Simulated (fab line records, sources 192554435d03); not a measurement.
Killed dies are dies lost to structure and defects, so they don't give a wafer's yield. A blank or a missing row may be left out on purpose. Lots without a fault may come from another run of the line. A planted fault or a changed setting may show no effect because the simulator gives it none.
fab line records | flow n5_finfet
record lots=7 wafers=18 last_day=18
route steps=1938 shown BEOL_M3@999 BEOL_M4@1111
lots that met no fault: from a run of the same line without faults
start_h: hours from the record's first day to the start of the lot's first wafer shown | wait_h: hours since the lot's step before | " the same as in the row above | L1.1+2: a row that stands for several wafers | - no value, or no start given | * or withheld: withheld | < > ~ a bound
route shown NAME@n: a module of which the file shows steps, and the number in the route of the first | usual: mean/standard deviation of fault-free wafers | same: alike in all rows | chamber/n: place in a boat | sites: the reading at each site | _std_site: their standard deviation | _edge_site: outer sites' mean less inner sites' | radius_mm: how far each site lies from the wafer's centre | mask NAME#n: copy n | behind: the tool/chamber that last shaped the wafer | hold: why the lot was held/for how many hours/how that ended | device: the transistor (n, p or np) that didn't switch | end of line: the same wafers' tests at the end of the route | a step without rows: its recipe alone | killed: dies lost to structure and defects at the first sort, not the wafer's yield | map: a wafer's dies, x killed, . not, _ none there
set.NAME: the setting as run; set.NAME@STEP: as run at that earlier step | model.NAME: the simulator's own value behind a step, which no gauge read
lots at some steps of the route; a table a step, a row a wafer
services: from which hour (start_h, from the record's first day; less than 0 if before it) a tool's chamber was out of use, for how many hours, and why
## steps
# step N5_BEOL_M3_ANNEAL_82
# recipe temp_c=400 time_s=240 ambient=vacuum
# usual heater_power_w=816/86
# columns lot.wafer tool chamber start_h wait_h heater_power_w
L120.3 pvd_sputter-02 - 183.81 0.0 824
L120.4 " - " " 719
L120.6 " - " " 686
L127.2 pvd_sputter-02 - 207.03 0.0 757
L127.5 " - " " 722
L127.6 " - " " 861
L128.2 pvd_sputter-03 - 220.14 0.0 797
L128.4 " - " " 881
L129.4 pvd_sputter-03 - 226.24 0.0 735
L129.5 " - " " 730
L131.2 pvd_sputter-01 - 251.90 0.0 807
L131.3 " - " " 1034
L141.1 pvd_sputter-03 - 298.66 0.0 747
L141.2 " - " " 895
L141.3 " - " " 791
L140.1 pvd_sputter-01 - 299.19 0.0 834
L140.3 " - " " 838
L140.5 " - " " 853
# step N5_BEOL_M3_SPUTTER_86
# recipe material=Cu target_thk_a=45 temp_c=-20 chamber_pressure_pa=0.07 power_w=withheld time_s=8.29
# step N5_BEOL_M3_ANNEAL_87
# recipe temp_c=400 time_s=240 ambient=vacuum
# usual heater_power_w=814/84
# columns lot.wafer tool chamber start_h wait_h heater_power_w
L120.3 pvd_sputter-02 - 184.03 0.0 844
L120.4 " - " " 730
L120.6 " - " " 716
L127.2 pvd_sputter-02 - 207.25 0.0 747
L127.5 " - " " 703
L127.6 " - " " 860
L128.2 pvd_sputter-03 - 220.36 0.0 776
L128.4 " - " " 882
L129.4 pvd_sputter-03 - 226.46 0.0 728
L129.5 " - " " 742
L131.2 pvd_sputter-01 - 252.12 0.0 808
L131.3 " - " " 1070
L141.1 pvd_sputter-03 - 298.88 0.0 752
L141.2 " - " " 869
L141.3 " - " " 792
L140.1 pvd_sputter-01 - 299.41 0.0 845
L140.3 " - " " 854
L140.5 " - " " 813
# step N5_BEOL_M3_SPUTTER_88
# recipe material=Cu target_thk_a=45 temp_c=-20 chamber_pressure_pa=0.07 power_w=withheld time_s=8.29
# step N5_BEOL_M3_ANNEAL_89
# recipe temp_c=400 time_s=240 ambient=vacuum
# step N5_BEOL_M3_SPUTTER_90
# recipe material=Cu target_thk_a=45 temp_c=-20 chamber_pressure_pa=0.07 power_w=withheld time_s=8.29
# step N5_BEOL_M3_ANNEAL_91
# recipe temp_c=400 time_s=240 ambient=vacuum
# usual heater_power_w=815/84
# columns lot.wafer tool chamber start_h wait_h heater_power_w
L120.3 pvd_sputter-02 - 184.47 0.0 838
L120.4 " - " " 717
L120.6 " - " " 704
L127.2 pvd_sputter-02 - 207.69 0.0 764
L127.5 " - " " 703
L127.6 " - " " 872
L128.2 pvd_sputter-03 - 220.80 0.0 785
L128.4 " - " " 870
L129.4 pvd_sputter-03 - 226.90 0.0 728
L129.5 " - " " 741
L131.2 pvd_sputter-01 - 252.56 0.0 827
L131.3 " - " " 1012
L141.1 pvd_sputter-03 - 299.32 0.0 725
L141.2 " - " " 897
L141.3 " - " " 787
L140.1 pvd_sputter-01 - 299.85 0.0 851
L140.3 " - " " 851
L140.5 " - " " 833
# step N5_BEOL_M3_SPUTTER_92
# recipe material=Cu target_thk_a=45 temp_c=-20 chamber_pressure_pa=0.07 power_w=withheld time_s=8.29
# usual substrate_temp_c=-19.98/0.11 throttle_valve_pct=30.2/1
# columns lot.wafer tool chamber start_h wait_h substrate_temp_c throttle_valve_pct
L120.3 pvd_sputter-02 - 184.61 0.1 -20.00 30.0
L120.4 " - " " -20.05 27.6
L120.6 " - " " -20.07 28.1
L127.2 pvd_sputter-02 - 207.83 0.1 -20.09 31.9
L127.5 " - " " -20.03 27.8
L127.6 " - " " -19.97 29.3
L128.2 pvd_sputter-03 - 220.94 0.1 -19.83 29.4
L128.4 " - " " -19.88 29.8
L129.4 pvd_sputter-03 - 227.04 0.1 -19.99 30.7
L129.5 " - " " -20.10 31.7
L131.2 pvd_sputter-01 - 252.70 0.1 -19.99 29.9
L131.3 " - " " -19.70 29.5
L141.1 pvd_sputter-03 - 299.46 0.1 -20.06 30.5
L141.2 " - " " -20.02 29.9
L141.3 " - " " -19.99 29.1
L140.1 pvd_sputter-01 - 299.99 0.1 -20.06 30.4
L140.3 " - " " -19.86 31.2
L140.5 " - " " -19.91 29.9
# step N5_BEOL_M3_ANNEAL_93
# recipe temp_c=400 time_s=240 ambient=vacuum
# step N5_BEOL_M3_SPUTTER_94
# recipe material=Cu target_thk_a=45 temp_c=-20 chamber_pressure_pa=0.07 power_w=withheld time_s=8.29
# step N5_BEOL_M3_ANNEAL_95
# recipe temp_c=400 time_s=240 ambient=vacuum
# step N5_BEOL_M3_SPUTTER_96
# recipe material=Cu target_thk_a=45 temp_c=-20 chamber_pressure_pa=0.07 power_w=withheld time_s=8.29
# usual substrate_temp_c=-19.98/0.11 throttle_valve_pct=30.2/1.1
# columns lot.wafer tool chamber start_h wait_h substrate_temp_c throttle_valve_pct
L120.3 pvd_sputter-02 - 185.05 0.1 -20.18 30.0
L120.4 " - " " -19.95 28.2
L120.6 " - " " -20.07 28.0
L127.2 pvd_sputter-02 - 208.27 0.1 -19.91 31.7
L127.5 " - " " -20.07 28.0
L127.6 " - " " -19.82 29.4
L128.2 pvd_sputter-03 - 221.38 0.1 -20.12 29.3
L128.4 " - " " -19.88 29.8
L129.4 pvd_sputter-03 - 227.48 0.1 -19.92 31.0
L129.5 " - " " -20.04 31.7
L131.2 pvd_sputter-01 - 253.14 0.1 -20.06 29.8
L131.3 " - " " -19.85 29.6
L141.1 pvd_sputter-03 - 299.90 0.1 -20.02 30.7
L141.2 " - " " -19.90 29.5
L141.3 " - " " -20.11 29.3
L140.1 pvd_sputter-01 - 300.43 0.1 -19.99 30.6
L140.3 " - " " -19.77 31.1
L140.5 " - " " -19.97 29.8
# step N5_BEOL_M3_ECD_50
# recipe material=Cu target_thk_a=3000
# columns lot.wafer tool chamber start_h wait_h model.Cu_of_BEOL_M3_ECD_50.thk_nm
L120.3 ecd_cu-02 0 185.20 0.1 299
L120.4 " 1 " " 300
L120.6 " 1 " " 295.8
L127.2 ecd_cu-02 1 208.39 0.1 300.4
L127.5 " 0 " " 295
L127.6 " 1 " " 303
L128.2 ecd_cu-02 0 221.50 0.1 297.8
L128.4 " 1 " " 498.6
L129.4 ecd_cu-02 0 227.62 0.1 501.2
L129.5 " 1 " " 299.2
L131.2 ecd_cu-02 0 253.26 0.1 299.6
L131.3 " 1 " " 498.2
L141.1+3 ecd_cu-01 1 300.01 0.1 298.2
L141.2 " 0 " " 302.8
L140.1+5 ecd_cu-01 0,1 300.54 0.1 300.4
L140.3 " 0 " " 297.2
# step N5_BEOL_M3_ANNEAL_51
# recipe temp_c=225 time_s=90 ambient=N2
# step N5_BEOL_M3_CMP_52
# recipe stop_on=SiOC t_overpolish_s=6.8 down_force_psi=1 platen_rpm=50 clearing_platen_down_force_psi=1.5 clearing_platen_rpm=50 post_cmp_clean=cu_alkaline target_thk_nm=40 clearing_platen_pad_velocity_m_s=0.99484 pad_velocity_m_s=0.99484
# usual motor_current_A=6.3/0.69 time_to_endpoint_s=63/3.3
# columns lot.wafer tool chamber start_h wait_h motor_current_A time_to_endpoint_s
L120.4 cmp-03 0 185.66 0.1 5.7 62
L120.3 " 1 " " 6.7 58
L120.6 " 0 " " 5.5 63
L127.2 cmp-03 0 209.08 0.4 5.9 69
L127.6 " 2 " " 6.0 68
L127.5 " 3 " " 6.9 62
L128.2 cmp-03 3 221.87 0.2 6.7 62
L128.4 " 1 " " 6.8 107
L129.4 cmp-04 0 228.10 0.2 5.9 104
L129.5 " 2 " " 5.5 62
L131.3 cmp-01 2 253.71 0.2 5.7 96
L131.2 " 3 " " 6.1 66
L141.3 cmp-04 1 300.39 0.2 6.3 65
L141.2 " 2 " " 5.7 63
L141.1 " 0 " " 5.9 61
L140.1 cmp-04 2 300.96 0.3 5.6 68
L140.3 " 0 " " 5.9 60
L140.5 " 1 " " 6.4 65
# step N5_BEOL_M3_THK_MEAS_53
# recipe thk_meas_gauge=xrf reads=Cu_of_BEOL_M3_ECD_50
# usual M3_THK=40.9/1.4
# columns lot.wafer tool chamber start_h wait_h M3_THK[nm]
L120.3 film_metro-02 - 185.96 - 42.4
L120.4 " - " " 42.5
L120.6 " - " " 42.5
L127.2 film_metro-02 - 209.30 - 43.1
L127.5 " - " " 41.5
L127.6 " - " " 43.0
L128.2 film_metro-01 - 222.17 - 38.5
L128.4 " - " " 40.8
L129.4 film_metro-02 - 228.28 - 40.1
L129.5 " - " " 39.5
L131.2 film_metro-01 - 253.93 - 40.1
L131.3 " - " " 40.2
L141.1 film_metro-01 - 300.68 - 40.0
L141.2 " - " " 38.7
L141.3 " - " " 38.1
L140.1 film_metro-02 - 301.22 - 41.8
L140.3 " - " " 40.6
L140.5 " - " " 43.3
# step N5_BEOL_M4_RC_MEAS_101
# usual DIBL_N=36.3/1.8 DIBL_P=36.5/2.1 IOFF_N=0.16/0.031 IOFF_P=0.22/0.038 ION_N=677/12 ION_P=466/7.8 SS_N=71.5/0.61 SS_P=73.2/0.7 VT_N=249/3 VT_P=-248.9/3
# columns lot.wafer tool chamber start_h wait_h DIBL_N[mV/V] DIBL_P[mV/V] IOFF_N[nA/um] IOFF_P[nA/um] ION_N[uA/um] ION_P[uA/um] SS_N[mV/dec] SS_P[mV/dec] VT_N[mV] VT_P[mV]
L120.3 prober-02 0 200.55 0.3 36.8 36.6 0.17 0.21 687 467 72.1 72.2 249 -249.6
L120.4 " 0 " " 37.7 38.0 0.19 0.23 686 461 72.6 72.2 247 -247.9
L120.6 " 0 " " 35.1 34.8 0.15 0.18 679 466 71.0 72.4 248 -252.8
L127.2 prober-02 0 234.46 0.2 36.0 36.6 0.17 0.23 678 470 71.8 74.2 247 -246.4
L127.5 " 0 " " 33.5 33.9 0.13 0.19 668 464 71.0 73.2 252 -249.8
L127.6 " 0 " " 35.6 37.2 0.17 0.24 668 467 72.1 73.2 248 -243.2
L128.2 prober-01 0 236.95 0.2 36.4 35.9 0.14 0.20 676 473 71.2 72.5 251 -250.9
L128.4 " 0 " " 39.8 38.5 0.19 0.24 682 465 71.5 73.9 247 -249.4
L129.4 prober-02 0 249.18 0.5 36.6 35.6 0.18 0.23 686 470 71.3 73.3 246 -248.0
L129.5 " 0 " " 33.6 32.0 0.12 0.18 670 466 70.5 72.1 252 -246.7
L131.2 prober-01 0 264.05 0.2 36.7 35.1 0.15 0.21 663 463 71.4 73.7 251 -250.2
L131.3 " 0 " " 39.5 39.3 0.22 0.29 689 476 72.7 74.1 247 -245.2
L141.1 prober-01 0 312.93 0.0 35.7 36.9 0.17 0.24 669 463 72.0 73.1 249 -246.4
L141.2 " 0 " " 36.8 38.0 0.19 0.24 678 459 71.6 73.5 246 -250.0
L141.3 " 0 " " 34.5 36.0 0.16 0.22 679 471 71.5 72.5 246 -245.6
L140.1 prober-01 0 316.30 0.0 35.0 35.3 0.14 0.22 685 479 71.6 73.0 251 -248.2
L140.3 " 0 " " 36.7 37.8 0.17 0.25 675 471 71.2 73.9 249 -245.9
L140.5 " 0 " " 34.5 35.2 0.14 0.21 689 477 71.6 72.5 250 -250.0
## services
# columns tool chamber start_h hours kind
cmp-01 - 168.40 1.6 repair
cmp-04 - 175.55 10.8 pm
ecd_cu-01 - 180.86 5.7 pm
cmp-04 - 194.07 0.7 repair
cmp-04 - 208.17 5.1 repair
cmp-03 - 211.73 4.0 pm
cmp-03 - 215.73 - consumable_replace:conditioner
cmp-03 - 215.73 - consumable_replace:pad
ecd_cu-02 - 281.96 0.4 repair
cmp-03 - 292.90 0.4 repair
## key
first_sign step=N5_BEOL_M3_CMP_52 reading=time_to_endpoint_s direction=up sigmas=12 usual=* struck=*
effect none on later readings
model_effect step=N5_BEOL_M3_ECD_50 value=Cu_of_BEOL_M3_ECD_50.thk_nm without=302.6 struck=499.3
met_at N5_BEOL_M3_ECD_50
struck_wafers L128.4,L129.4,L131.3
onset_between 208.39 221.50
fault kind=process_parameter_drift tool=ecd_cu-02 chamber=- onset_h=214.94 steps=N5_BEOL_M3_ECD_50 channel=target_thk_a offset=* shape=step end_h=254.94 scope=struck_wafers_only acts_in=* stated=*
